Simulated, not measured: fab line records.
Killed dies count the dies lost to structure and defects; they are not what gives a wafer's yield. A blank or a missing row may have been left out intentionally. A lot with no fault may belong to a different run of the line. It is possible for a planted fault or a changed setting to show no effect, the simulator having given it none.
One fault through the eyes of 2 desks :: flow n5Finfet :: every desk sees just its own numbers, and what lay behind them comes last

## METROLOGY DESK
Means of the sampled wafers that have a number, per lot and without regard to the tool the lot ran on: this is what the gauges read. Marked OUT: a lot whose mean sits more than 4 standard deviations from the usual mean, which makes it out of limits; the brackets give that distance. Of its 10 readings 7 are shown: those that lie furthest out on some lot.
Columns: A = DIBL_N at N5_BEOL_M4_RC_MEAS_101, usual 36.0 mV/V; B = DIBL_P at N5_BEOL_M4_RC_MEAS_101, usual 36.2 mV/V; C = IOFF_N at N5_BEOL_M4_RC_MEAS_101, usual 0.16 nA/um; D = ION_P at N5_BEOL_M4_RC_MEAS_101, usual 463 uA/um; E = SS_N at N5_BEOL_M4_RC_MEAS_101, usual 71.6 mV/dec; F = SS_P at N5_BEOL_M4_RC_MEAS_101, usual 73.3 mV/dec; G = VT_P at N5_BEOL_M4_RC_MEAS_101, usual -251 mV
lot: L504
first seen here: day 8 20:29
A: 35.0
B: 36.7
C: 0.14
D: 455
E: 71.2
F: 73.5
G: -253

lot: L511
first seen here: day 10 11:26
A: 33.6
B: 33.0
C: 0.12
D: 462
E: 70.7
F: 72.3
G: -251

lot: L514
first seen here: day 11 05:40
A: 35.5
B: 37.3
C: 0.16
D: 469
E: 71.1
F: 73.5
G: -247

lot: L525
first seen here: day 14 04:59
A: 35.4
B: 34.8
C: 0.14
D: 461
E: 71.6
F: 73.7
G: -253
Result from this desk: across the 4 lots, nothing is out of limits.

## TOOL OWNER'S DESK, rieDiel-06
The tool's own readings at N5_FIN_CUT_CUT_ETCH_26 (etches SiNx in CH3F/O2, target depth 39 nm, time 55.7 s): means of the sampled wafers that have a number, for each lot that ran on this tool. Marked OUT: a lot whose mean sits more than 4 standard deviations from the usual mean, which makes it out of limits; the brackets give that distance. Shown are 7 of the 8 readings it has, namely the first that went out of limits plus those furthest out on some lot.
Columns: A = drypumpMotorCurrentA at N5_FIN_CUT_CUT_ETCH_26, usual 5.78 A; B = oes_f_703_au at N5_FIN_CUT_CUT_ETCH_26, usual 0.80 a.u.; C = oes_o_777_au at N5_FIN_CUT_CUT_ETCH_26, usual 0.80 a.u.; D = oesProductAu at N5_FIN_CUT_CUT_ETCH_26, usual 0.80 a.u.; E = rfFwdPowerW at N5_FIN_CUT_CUT_ETCH_26, usual 391.2 W; F = rfVppV at N5_FIN_CUT_CUT_ETCH_26, usual 298 V; G = showerheadPlenumPTorr at N5_FIN_CUT_CUT_ETCH_26, usual 2.02 Torr
lot: L504
first seen here: day 2 15:45
A: 5.93
B: 0.84
C: 0.83
D: 0.83
E: 391.5
F: 297
G: 1.99

lot: L511
first seen here: day 4 10:09
A: 5.63
B: 1.02
C: 0.95
D: 0.81
E: 487.8 (+60) OUT
F: 266 (-7.0) OUT
G: 2.05

lot: L514
first seen here: day 5 04:38
A: 5.70
B: 1.09
C: 1.02
D: 0.86
E: 485.7 (+59) OUT
F: 269 (-6.5) OUT
G: 2.01
Finding of this desk: L511, L514 out of limits; the first was L511 at day 4 10:09, on rfFwdPowerW at N5_FIN_CUT_CUT_ETCH_26. L504: within limits.

## TAKEN TOGETHER
The tool owner's desk could have raised an alarm at day 4 10:09, on L511, L514.
At the metrology desk, nothing out of limits was observed.
The metrology desk holds a record of L511, L514, inside its limits.
Of the lots named, all ran N5_FIN_CUT_CUT_ETCH_26 on rieDiel-06.

## WHAT THE SIMULATOR PUT IN
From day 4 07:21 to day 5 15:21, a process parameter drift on rieDiel-06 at N5_FIN_CUT_CUT_ETCH_26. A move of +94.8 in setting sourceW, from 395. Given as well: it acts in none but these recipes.
Shown lots that were struck: L511, L514.
Time in hours from fault onset to the first out-of-limits reading at each desk: the tool owner's desk, 3.
